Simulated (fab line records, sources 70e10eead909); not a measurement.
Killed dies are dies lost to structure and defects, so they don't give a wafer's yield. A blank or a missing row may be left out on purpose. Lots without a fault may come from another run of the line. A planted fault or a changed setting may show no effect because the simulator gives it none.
Chamber matching | flow nand_harc | NHARC_A_STAIRCASE_DESCUM_219 on rie_diel-07: 4 sister chambers
The step chemistry O2, time 3 s. 8 wafers are shown with their chamber, then 7 later ones without.

WAFERS WITH THEIR CHAMBER
wafer  | chamber | showerhead_plenum_p_Torr (Torr) | throttle_valve_pct (%)
L525.5 | 0       | 1.81                            | 11.324
L528.5 | 0       | 1.80                            | 11.306
L531.4 | 1       | 1.96                            | 11.317
L533.1 | 1       | 1.96                            | 11.331
L533.2 | 3       | 1.98                            | 11.316
L533.4 | 2       | 1.80                            | 11.303
L539.2 | 3       | 1.97                            | 11.316
L539.3 | 2       | 1.80                            | 11.309

WAFERS WITHOUT THEIR CHAMBER
wafer  | showerhead_plenum_p_Torr (Torr) | throttle_valve_pct (%)
L539.6 | 1.95                            | 11.299
L544.1 | 1.79                            | 11.317
L544.5 | 1.94                            | 11.298
L544.6 | 1.79                            | 11.317
L548.2 | 1.79                            | 11.309
L548.4 | 1.94                            | 11.309
L548.6 | 1.96                            | 11.311

WHICH CHAMBER EACH WENT THROUGH
wafer  | from the rows above     | in truth
L539.6 | can't be placed: 1 or 3 | 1
L544.1 | can't be placed: 2 or 0 | 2
L544.5 | 1                       | 1
L544.6 | can't be placed: 2 or 0 | 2
L548.2 | can't be placed: 2 or 0 | 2
L548.4 | 1                       | 1
L548.6 | can't be placed: 1 or 3 | 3
Placed correctly: 2 of 7. Can't be placed from these rows: 5 (the true chamber is among the candidates in 5). Placed wrongly: 0.
How it was worked out, from the rows above alone: a wafer's distance from a chamber is the root of the sum, over the readings, of the square of ((its reading less the chamber's mean) divided by the reading's scatter). The wafer belongs to the nearest chamber; if the next one is less than 2 further off, it can't be placed. A chamber's mean is the mean of its shown wafers. The scatter: the root of (the sum of the squares of (reading less its chamber's mean) over the shown wafers, divided by (wafers less chambers)).
